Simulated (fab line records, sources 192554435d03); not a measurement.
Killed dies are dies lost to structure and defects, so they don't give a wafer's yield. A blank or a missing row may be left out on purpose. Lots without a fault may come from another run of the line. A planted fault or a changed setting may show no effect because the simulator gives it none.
fab line records | flow n5_finfet | part 1 of 2: steps 1 to 4 of 6
record lots=19 wafers=57 last_day=18
route steps=1938 shown HKMG_FIN@433 GATE_CUT@492
lots that met no fault: from a run of the same line without faults
start_h: hours from the record's first day to the start of the lot's first wafer shown | wait_h: hours since the lot's step before | " the same as in the row above | L1.1+2: a row that stands for several wafers | - no value, or no start given | * or withheld: withheld | < > ~ a bound
route shown NAME@n: a module of which the file shows steps, and the number in the route of the first | usual: mean/standard deviation of fault-free wafers | same: alike in all rows | chamber/n: place in a boat | sites: the reading at each site | _std_site: their standard deviation | _edge_site: outer sites' mean less inner sites' | radius_mm: how far each site lies from the wafer's centre | mask NAME#n: copy n | behind: the tool/chamber that last shaped the wafer | hold: why the lot was held/for how many hours/how that ended | device: the transistor (n, p or np) that didn't switch | end of line: the same wafers' tests at the end of the route | a step without rows: its recipe alone | killed: dies lost to structure and defects at the first sort, not the wafer's yield | map: a wafer's dies, x killed, . not, _ none there
set.NAME: the setting as run; set.NAME@STEP: as run at that earlier step | model.NAME: the simulator's own value behind a step, which no gauge read
steps of the route over a sample of lots; a table a step, a row a wafer
services: from which hour (start_h, from the record's first day; less than 0 if before it) a tool's chamber was out of use, for how many hours, and why
## steps
# step N5_HKMG_FIN_DESCUM_17
# recipe chemistry=O2 time_s=7.9 source_power_w=50 bias_power_w=20 pressure_mtorr=20 rf_frequency_hz=2.712e+07 temp_c=40 resist=CAR-ArF o2_flow_sccm=225
# usual drypump_motor_current_A=5.6/0.52 oes_product_au=0.79/0.065 rf_vpp_V=243.6/1.4 showerhead_plenum_p_Torr=2.13/0.067 throttle_valve_pct=20.56/0.23
# columns lot.wafer tool chamber start_h wait_h drypump_motor_current_A oes_product_au rf_hours_counter_h rf_vpp_V showerhead_plenum_p_Torr throttle_valve_pct
L076.1 rie_diel-01 2 90.64 1.0 4.9 0.75 142 243.9 2.20 20.73
L076.3 " 0 " " 6.4 0.85 64 243.5 2.11 20.11
L076.6 " 0 " " 6.4 0.86 - 243.4 2.11 20.13
L075.2 rie_diel-03 2 93.78 0.2 5.3 0.79 79 244.5 2.13 20.84
L075.4 " 2 " " 5.3 0.81 - 242.4 2.13 20.83
L075.6 " 3 " " 6.3 0.71 - 240.9 2.01 20.75
L077.1 rie_diel-01 0 101.92 1.7 6.4 0.84 69 245.5 2.11 20.12
L077.3 " 1 " " 5.2 0.91 17 243.9 2.15 20.44
L077.6 " 2 " " 5.0 0.74 - 244.0 2.20 20.74
L078.3 rie_diel-01 0 104.73 1.7 6.3 0.83 72 244.4 2.11 20.12
L078.4 " 1 " " 5.2 0.91 - 244.7 2.15 20.45
L078.5 " 0 " " 6.4 0.84 - 242.4 2.11 20.12
L074.1 rie_diel-01 2 107.81 0.0 4.9 0.75 153 246.1 2.20 20.75
L074.5 " 0 " " 6.4 0.83 - 244.0 2.11 20.12
L074.6 " 2 " " 5.0 0.74 - 244.9 2.20 20.74
L079.3 rie_diel-03 2 108.72 0.1 5.3 0.78 89 242.2 2.13 20.85
L079.4 " 2 " " 5.3 0.79 - 244.6 2.13 20.86
L079.6 " 0 " " 5.7 0.77 - 243.6 2.19 20.40
L080.1 rie_diel-05 2 112.69 0.0 5.6 0.93 26 246.3 2.23 20.34
L080.3 " 1 " " 5.7 0.87 51 241.8 2.04 20.40
L080.6 " 0 " " 6.2 0.87 - 243.5 2.06 20.75
L082.1 rie_diel-03 2 124.10 0.0 5.3 0.78 95 244.7 2.13 20.87
L082.2 " 0 " " 5.7 0.76 121 243.7 2.18 20.43
L082.4 " 3 " " 6.3 0.70 - 240.9 2.00 20.79
L083.1 rie_diel-03 2 130.02 0.2 5.3 0.78 98 244.4 2.13 20.86
L083.2 " 0 " " 5.7 0.76 124 244.5 2.18 20.41
L083.4 " 0 " " 5.7 0.77 - 243.9 2.18 20.41
L084.1 rie_diel-03 0 132.77 0.2 5.7 0.76 125 245.4 2.18 20.41
L084.2 " 2 " " 5.3 0.78 100 241.8 2.13 20.87
L084.6 " 2 " " 5.3 0.78 - 243.1 2.12 20.87
L085.2 rie_diel-05 3 143.99 0.0 4.6 0.87 50 245.1 2.22 20.53
L085.3 " 0 " " 6.2 0.84 73 241.1 2.05 20.77
L085.6 " 0 " " 6.2 0.85 - 244.6 2.05 20.78
L086.1 rie_diel-05 3 156.59 0.0 4.6 0.85 54 245.4 2.22 20.53
L086.3 " 2 " " 5.6 0.89 39 244.8 2.22 20.38
L086.6 " 1 " " 5.7 0.85 - 242.7 2.04 20.41
L087.1 rie_diel-01 0 159.93 0.0 6.4 0.82 93 243.5 2.10 20.16
L087.3 " 3 " " 5.3 0.72 180 244.9 2.16 20.32
L087.6 " 0 " " 6.4 0.82 - 242.8 2.10 20.16
L090.1 rie_diel-03 3 168.57 0.0 6.3 0.69 233 241.1 2.00 20.80
L090.4 " 0 " " 5.7 0.76 139 244.9 2.18 20.43
L090.5 " 1 " " 5.2 0.81 - 243.1 2.12 20.49
L089.2 rie_diel-03 1 170.18 0.0 5.3 0.82 110 241.8 2.12 20.50
L089.3 " 0 " " 5.6 0.75 140 243.1 2.18 20.44
L089.4 " 3 " " 6.3 0.68 233 243.0 2.00 20.80
L092.3 rie_diel-03 1 183.69 0.0 5.2 0.81 115 243.7 2.12 20.53
L092.4 " 3 " " 6.3 0.68 238 241.3 1.99 20.80
L092.6 " 2 " " 5.3 0.76 - 242.0 2.12 20.89
L094.1 rie_diel-01 3 196.44 0.0 5.3 0.70 194 244.4 2.15 20.32
L094.2 " 1 " " 5.2 0.85 56 243.4 2.14 20.50
L094.5 " 0 " " 6.4 0.80 - 243.1 2.10 20.19
L095.2 rie_diel-05 2 203.53 0.1 5.6 0.88 58 244.2 2.21 20.37
L095.3 " 0 " " 6.2 0.84 84 242.0 2.05 20.78
L095.4 " 1 " " 5.6 0.84 79 242.9 2.04 20.45
L097.2 rie_diel-03 1 216.91 0.0 5.2 0.80 128 242.8 2.11 20.53
L097.4 " 1 " " 5.2 0.79 - 243.8 2.11 20.55
L097.5 " 0 " " 5.7 0.74 - 243.7 2.17 20.47
# step N5_HKMG_FIN_ETCH_67
# recipe chemistry=N2/H2 target=SOC target_depth_a=3889 stop_on=TiN ion_energy_ev=100 bias_w=61 pressure_mtorr=30 source_w=850 n2_flow_sccm=200 h2_flow_sccm=200
# usual drypump_motor_current_A=5.5/0.51 oes_product_au=0.79/0.061 rf_vpp_V=241.2/1.4 showerhead_plenum_p_Torr=2.58/0.086 throttle_valve_pct=17.89/0.12
# columns lot.wafer tool chamber start_h wait_h drypump_motor_current_A oes_product_au rf_hours_counter_h rf_vpp_V showerhead_plenum_p_Torr throttle_valve_pct
L076.1 rie_diel-03 2 93.51 - 5.3 0.80 79 240.3 2.56 17.95
L076.3 " 3 " " 6.3 0.71 197 239.7 2.43 18.09
L076.6 " 0 " " 5.7 0.78 - 242.5 2.68 17.87
L075.2 rie_diel-01 1 96.18 - 5.2 0.91 14 241.6 2.60 17.66
L075.4 " 2 " " 5.0 0.75 145 241.5 2.63 17.89
L075.6 " 2 " " 5.0 0.75 - 242.0 2.63 17.88
L077.1 rie_diel-01 2 104.53 - 4.9 0.75 150 242.6 2.63 17.89
L077.3 " 0 " " 6.4 0.81 71 241.1 2.59 17.73
L077.6 " 0 " " 6.4 0.82 - 239.9 2.59 17.73
L078.3 rie_diel-03 2 107.63 - 5.3 0.79 88 241.7 2.56 17.98
L078.4 " 2 " " 5.3 0.79 - 240.9 2.56 17.97
L078.5 " 3 " " 6.3 0.70 - 238.4 2.43 18.11
L074.1 rie_diel-03 0 110.28 - 5.7 0.77 115 242.2 2.68 17.91
L074.5 " 3 " " 6.3 0.70 - 239.0 2.43 18.10
L074.6 " 2 " " 5.3 0.78 - 240.5 2.56 17.98
L079.3 rie_diel-05 1 111.13 - 5.7 0.87 50 239.5 2.49 17.92
L079.4 " 0 " " 6.2 0.84 61 239.0 2.47 17.89
L079.6 " 1 " " 5.7 0.86 - 239.0 2.49 17.92
L080.1 rie_diel-05 0 115.20 - 6.2 0.85 63 241.4 2.47 17.88
L080.3 " 2 " " 5.6 0.89 26 243.3 2.72 17.84
L080.6 " 0 " " 6.2 0.84 - 240.9 2.47 17.90
L082.1 rie_diel-01 2 126.82 - 5.0 0.74 161 240.8 2.62 17.90
L082.2 " 0 " " 6.4 0.80 82 240.8 2.59 17.75
L082.4 " 1 " " 5.3 0.87 30 241.1 2.60 17.70
L083.1 rie_diel-01 0 132.51 - 6.4 0.81 85 239.4 2.59 17.75
L083.2 " 3 " " 5.4 0.72 172 241.3 2.64 17.77
L083.4 " 1 " " 5.3 0.88 32 241.4 2.60 17.70
L084.1 rie_diel-05 3 135.25 - 4.6 0.85 47 241.3 2.69 17.81
L084.2 " 1 " " 5.7 0.85 59 242.1 2.49 17.94
L084.6 " 1 " " 5.7 0.86 - 237.4 2.49 17.93
L085.2 rie_diel-05 0 146.38 - 6.2 0.82 75 239.1 2.46 17.92
L085.3 " 1 " " 5.7 0.85 63 240.5 2.49 17.95
L085.6 " 3 " " 4.6 0.85 - 241.5 2.69 17.80
L086.1 rie_diel-03 1 159.10 - 5.3 0.80 105 240.0 2.58 17.91
L086.3 " 0 " " 5.7 0.76 136 241.4 2.67 17.92
L086.6 " 0 " " 5.7 0.75 - 242.6 2.67 17.93
L087.1 rie_diel-05 3 162.62 - 4.6 0.83 57 243.8 2.69 17.83
L087.3 " 3 " " 4.6 0.83 - 242.6 2.69 17.82
L087.6 " 2 " " 5.6 0.86 - 242.9 2.71 17.89
L090.1 rie_diel-01 2 171.01 - 5.0 0.73 176 242.1 2.62 17.94
L090.4 " 2 " " 5.0 0.73 - 240.7 2.62 17.93
L090.5 " 3 " " 5.3 0.71 - 241.7 2.63 17.81
L089.2 rie_diel-01 3 172.65 - 5.3 0.71 185 242.4 2.63 17.83
L089.3 " 2 " " 4.9 0.73 177 241.5 2.62 17.93
L089.4 " 1 " " 5.2 0.85 - 240.9 2.59 17.74
L092.3 rie_diel-03 0 186.19 - 5.7 0.75 146 242.9 2.66 17.94
L092.4 " 2 " " 5.3 0.75 122 240.1 2.54 18.03
L092.6 " 2 " " 5.3 0.76 - 241.4 2.54 18.03
L094.1 rie_diel-01 0 198.98 - 6.4 0.78 106 241.7 2.58 17.80
L094.2 " 1 " " 5.2 0.83 57 241.0 2.58 17.74
L094.5 " 1 " " 5.2 0.84 - 241.6 2.59 17.72
L095.2 rie_diel-05 1 206.02 - 5.7 0.83 80 239.2 2.48 17.99
L095.3 " 0 " " 6.2 0.80 85 239.2 2.46 17.92
L095.4 " 2 " " 5.6 0.83 59 242.9 2.71 17.91
L097.2 rie_diel-01 0 219.30 - 6.4 0.77 113 240.1 2.58 17.79
L097.4 " 2 " " 4.9 0.71 194 241.0 2.61 17.97
L097.5 " 2 " " 5.0 0.71 - 242.6 2.61 17.95
# step N5_GATE_CUT_ETCH_36
# recipe chemistry=CF4 target=SiARC target_depth_a=130 mask_material=CAR-EUV time_s=21.7 ion_energy_ev=80 pressure_mtorr=40 source_w=545 bias_w=36 Ar_flow_sccm=100 cf4_flow_sccm=100 ends=cleared
# usual drypump_motor_current_A=5.9/0.34 etch_rf_on_time_s=22.0/0.66 oes_product_au=0.68/0.087 rf_vpp_V=184.0/1.2 showerhead_plenum_p_Torr=2.13/0.074 throttle_valve_pct=15.61/0.25
# columns lot.wafer tool chamber start_h wait_h drypump_motor_current_A etch_rf_on_time_s oes_product_au rf_hours_counter_h rf_vpp_V showerhead_plenum_p_Torr throttle_valve_pct
L076.1 rie_diel-02 3 99.75 0.0 5.9 21.8 0.81 10 184.5 2.20 15.47
L076.3 " 1 " " 5.9 22.1 0.67 123 182.9 2.15 15.75
L076.6 " 0 " " 6.5 22.2 0.62 - 183.9 2.05 15.73
L075.2 rie_diel-04 3 103.29 0.0 5.4 20.6 0.77 29 184.4 2.19 15.26
L075.4 " 0 " " 6.3 22.5 0.60 - 182.8 2.03 15.88
L075.6 " 3 " " 5.4 20.6 0.78 - 184.2 2.19 15.23
L077.1 rie_diel-06 0 110.30 0.0 5.9 21.0 0.82 8 182.4 2.20 15.22
L077.3 " 2 " " 5.9 23.0 0.63 112 185.1 2.23 15.26
L077.6 " 2 " " 5.9 22.7 0.64 - 184.3 2.23 15.29
L078.3 rie_diel-06 2 113.65 0.0 5.9 22.8 0.64 113 185.7 2.23 15.28
L078.4 " 0 " " 5.9 20.8 0.82 9 186.1 2.20 15.22
L078.5 " 2 " " 5.9 22.6 0.64 - 185.0 2.23 15.29
L074.1 rie_diel-06 1 116.26 0.0 5.9 21.8 0.60 231 182.3 2.03 15.83
L074.5 " 0 " " 5.9 20.9 0.82 - 184.7 2.20 15.23
L074.6 " 1 " " 5.9 21.8 0.60 - 184.0 2.03 15.84
L079.3 rie_diel-04 0 117.19 0.0 6.4 22.6 0.59 230 182.4 2.03 15.89
L079.4 " 3 " " 5.4 20.8 0.76 - 184.9 2.19 15.25
L079.6 " 1 " " 5.8 21.9 0.59 - 182.1 2.13 15.84
L080.1 rie_diel-04 0 121.61 0.0 6.3 22.6 0.59 232 184.0 2.03 15.88
L080.3 " 3 " " 5.4 20.7 0.76 37 185.1 2.19 15.26
L080.6 " 3 " " 5.4 20.8 0.76 - 185.2 2.19 15.26
L082.1 rie_diel-02 3 132.82 0.0 5.9 22.2 0.79 20 183.4 2.19 15.48
L082.2 " 0 " " 6.6 22.1 0.61 207 183.2 2.04 15.75
L082.4 " 1 " " 5.9 22.2 0.65 133 184.0 2.15 15.78
L083.1 rie_diel-06 3 138.70 0.0 5.9 22.2 0.73 56 183.0 2.08 15.76
L083.2 " 2 " " 5.9 22.9 0.63 121 185.5 2.23 15.30
L083.4 " 1 " " 5.9 21.7 0.60 238 183.2 2.03 15.86
L084.1 rie_diel-04 3 141.00 0.0 5.4 20.5 0.75 46 184.5 2.19 15.29
L084.2 " 0 " " 6.3 22.6 0.58 241 182.2 2.02 15.93
L084.6 " 1 " " 5.9 21.8 0.59 - 183.0 2.12 15.86
L085.2 rie_diel-02 2 152.28 0.0 5.2 22.4 0.79 16 185.2 2.19 15.47
L085.3 " 0 " " 6.5 22.2 0.61 212 183.2 2.04 15.76
L085.6 " 0 " " 6.6 22.1 0.60 - 183.0 2.04 15.75
L086.1 rie_diel-02 1 165.09 0.0 5.9 22.1 0.64 144 183.2 2.14 15.78
L086.3 " 3 " " 5.9 21.9 0.77 29 183.6 2.19 15.50
L086.6 " 1 " " 5.9 22.4 0.64 - 184.7 2.14 15.81
L087.1 rie_diel-04 3 168.90 0.0 5.4 20.7 0.73 55 185.1 2.19 15.30
L087.3 " 1 " " 5.8 21.9 0.58 238 184.2 2.12 15.89
L087.6 " 3 " " 5.4 20.7 0.74 - 185.5 2.19 15.29
L090.1 rie_diel-04 1 177.11 0.0 5.8 22.0 0.57 242 183.9 2.12 15.88
L090.4 " 1 " " 5.8 22.1 0.57 - 184.5 2.12 15.89
L090.5 " 0 " " 6.3 22.8 0.57 - 182.3 2.02 15.97
L089.2 rie_diel-02 2 179.13 0.0 5.3 22.7 0.78 22 184.8 2.18 15.46
L089.3 " 1 " " 5.9 22.3 0.64 149 184.5 2.14 15.81
L089.4 " 3 " " 5.9 22.2 0.76 35 184.9 2.19 15.51
L092.3 rie_diel-04 3 192.63 0.0 5.4 20.9 0.73 65 184.6 2.18 15.32
L092.4 " 3 " " 5.4 21.0 0.74 - 185.2 2.18 15.31
L092.6 " 0 " " 6.3 23.0 0.56 - 183.8 2.02 15.95
L094.1 rie_diel-06 1 204.84 0.0 6.0 21.7 0.86 1 185.8 2.28 15.39
L094.2 " 3 " " 5.9 21.9 0.72 77 183.2 2.07 15.81
L094.5 " 2 " " 5.9 22.7 0.62 - 185.1 2.22 15.32
L095.2 rie_diel-02 2 212.21 0.0 5.3 22.6 0.75 34 185.1 2.18 15.48
L095.3 " 1 " " 5.9 22.3 0.62 158 183.9 2.14 15.84
L095.4 " 0 " " 6.5 22.4 0.60 234 182.6 2.03 15.81
L097.2 rie_diel-06 2 225.17 0.0 5.9 22.7 0.61 148 186.6 2.22 15.36
L097.4 " 1 " " 5.9 21.8 0.83 8 186.8 2.28 15.40
L097.5 " 1 " " 5.9 21.8 0.83 - 185.1 2.28 15.39
# step N5_GATE_CUT_HM_OPEN_40
# recipe chemistry=C4F6/O2 target=SiO2 mask_material=SiARC target_depth_a=1390 time_s=85.1 ion_energy_ev=250 pressure_mtorr=30 source_w=345 bias_w=185 Ar_flow_sccm=300 C4F6_flow_sccm=10 O2_flow_sccm=10 ends=cleared
# usual drypump_motor_current_A=5.9/0.34 etch_rf_on_time_s=94.7/2.4 oes_f_703_au=0.80/0.1 oes_product_au=0.72/0.091 rf_vpp_V=666/11 showerhead_plenum_p_Torr=2.84/0.1 throttle_valve_pct=20.98/0.25
# columns lot.wafer tool chamber start_h wait_h drypump_motor_current_A etch_rf_on_time_s oes_f_703_au oes_product_au rf_hours_counter_h rf_vpp_V showerhead_plenum_p_Torr throttle_valve_pct
L076.1 rie_diel-02 3 99.86 0.0 5.9 95.3 0.97 0.85 10 644 2.93 20.88
L076.3 " 1 " " 5.9 94.0 0.76 0.70 123 674 2.86 21.15
L076.6 " 0 " " 6.6 94.5 0.71 0.65 - 669 2.72 21.01
L075.2 rie_diel-04 3 103.40 0.0 5.4 91.6 0.91 0.81 29 666 2.92 20.71
L075.4 " 0 " " 6.3 98.6 0.72 0.63 - 679 2.70 21.16
L075.6 " 3 " " 5.4 92.9 0.91 0.82 - 665 2.92 20.68
L077.1 rie_diel-06 0 110.41 0.0 5.9 92.7 0.98 0.85 8 663 2.93 20.61
L077.3 " 2 " " 6.0 97.5 0.75 0.68 112 668 2.97 20.54
L077.6 " 2 " " 5.9 100.3 0.76 0.68 - 668 2.97 20.55
L078.3 rie_diel-06 2 113.76 0.0 5.9 96.0 0.76 0.68 113 669 2.96 20.55
L078.4 " 0 " " 5.8 91.3 0.97 0.85 10 663 2.93 20.59
L078.5 " 2 " " 6.0 97.4 0.75 0.69 - 668 2.97 20.54
L074.1 rie_diel-06 1 116.37 0.0 5.9 92.8 0.70 0.63 231 664 2.69 21.05
L074.5 " 0 " " 5.9 90.1 0.97 0.85 - 663 2.92 20.59
L074.6 " 1 " " 5.9 93.6 0.70 0.63 - 666 2.69 21.06
L079.3 rie_diel-04 0 117.30 0.0 6.3 95.3 0.71 0.63 230 679 2.70 21.18
L079.4 " 3 " " 5.4 88.7 0.91 0.81 - 665 2.92 20.70
L079.6 " 1 " " 5.8 95.8 0.70 0.61 - 651 2.84 21.21
L080.1 rie_diel-04 0 121.72 0.0 6.3 97.3 0.71 0.62 232 680 2.69 21.18
L080.3 " 3 " " 5.4 90.1 0.90 0.80 37 664 2.92 20.72
L080.6 " 3 " " 5.4 92.9 0.89 0.80 - 665 2.92 20.72
L082.1 rie_diel-02 3 132.93 0.0 5.9 96.3 0.94 0.82 20 644 2.93 20.90
L082.2 " 0 " " 6.5 95.3 0.70 0.65 207 670 2.71 21.03
L082.4 " 1 " " 5.9 97.9 0.75 0.68 133 674 2.86 21.16
L083.1 rie_diel-06 3 138.81 0.0 5.9 92.3 0.84 0.79 56 675 2.78 21.30
L083.2 " 2 " " 5.9 95.4 0.74 0.68 121 669 2.96 20.54
L083.4 " 1 " " 6.0 94.4 0.69 0.63 239 665 2.69 21.08
L084.1 rie_diel-04 3 141.11 0.0 5.4 89.6 0.88 0.79 46 665 2.92 20.73
L084.2 " 0 " " 6.3 96.2 0.70 0.62 241 679 2.69 21.20
L084.6 " 1 " " 5.8 97.3 0.69 0.61 - 648 2.83 21.24
L085.2 rie_diel-02 2 152.39 0.0 5.2 95.1 0.90 0.84 16 675 2.91 20.89
L085.3 " 0 " " 6.5 93.4 0.70 0.64 212 669 2.71 21.08
L085.6 " 0 " " 6.6 95.9 0.70 0.65 - 668 2.71 21.05
L086.1 rie_diel-02 1 165.20 0.0 5.9 95.1 0.74 0.67 144 675 2.85 21.19
L086.3 " 3 " " 5.9 95.1 0.92 0.82 30 644 2.92 20.94
L086.6 " 1 " " 5.9 97.0 0.74 0.67 - 676 2.85 21.17
L087.1 rie_diel-04 3 169.01 0.0 5.4 91.5 0.88 0.77 55 665 2.91 20.72
L087.3 " 1 " " 5.8 96.1 0.68 0.61 238 651 2.83 21.23
L087.6 " 3 " " 5.5 92.3 0.87 0.76 - 664 2.91 20.73
L090.1 rie_diel-04 1 177.22 0.0 5.8 94.2 0.68 0.60 242 652 2.83 21.25
L090.4 " 1 " " 5.8 96.4 0.68 0.61 - 651 2.83 21.25
L090.5 " 0 " " 6.3 98.9 0.69 0.60 - 678 2.68 21.23
L089.2 rie_diel-02 2 179.24 0.0 5.3 92.9 0.89 0.83 23 674 2.91 20.90
L089.3 " 1 " " 5.8 94.0 0.74 0.67 149 674 2.85 21.18
L089.4 " 3 " " 5.9 95.6 0.91 0.81 35 643 2.92 20.92
L092.3 rie_diel-04 3 192.74 0.0 5.4 90.9 0.86 0.76 65 668 2.91 20.76
L092.4 " 3 " " 5.4 92.9 0.85 0.77 - 663 2.91 20.75
L092.6 " 0 " " 6.3 98.2 0.69 0.60 - 680 2.68 21.23
L094.1 rie_diel-06 1 204.95 0.0 5.9 91.4 1.01 0.91 1 677 3.02 20.75
L094.2 " 3 " " 5.8 93.1 0.82 0.76 77 674 2.77 21.34
L094.5 " 2 " " 5.9 97.2 0.73 0.66 - 667 2.95 20.58
L095.2 rie_diel-02 2 212.32 0.0 5.2 92.6 0.87 0.81 34 675 2.91 20.93
L095.3 " 1 " " 5.9 94.2 0.73 0.67 158 674 2.85 21.20
L095.4 " 0 " " 6.5 94.9 0.69 0.63 234 669 2.70 21.07
L097.2 rie_diel-06 2 225.28 0.0 5.9 95.5 0.72 0.66 148 668 2.95 20.59
L097.4 " 1 " " 6.0 93.6 0.97 0.89 8 675 3.01 20.75
L097.5 " 1 " " 6.0 93.7 0.97 0.89 - 674 3.01 20.77
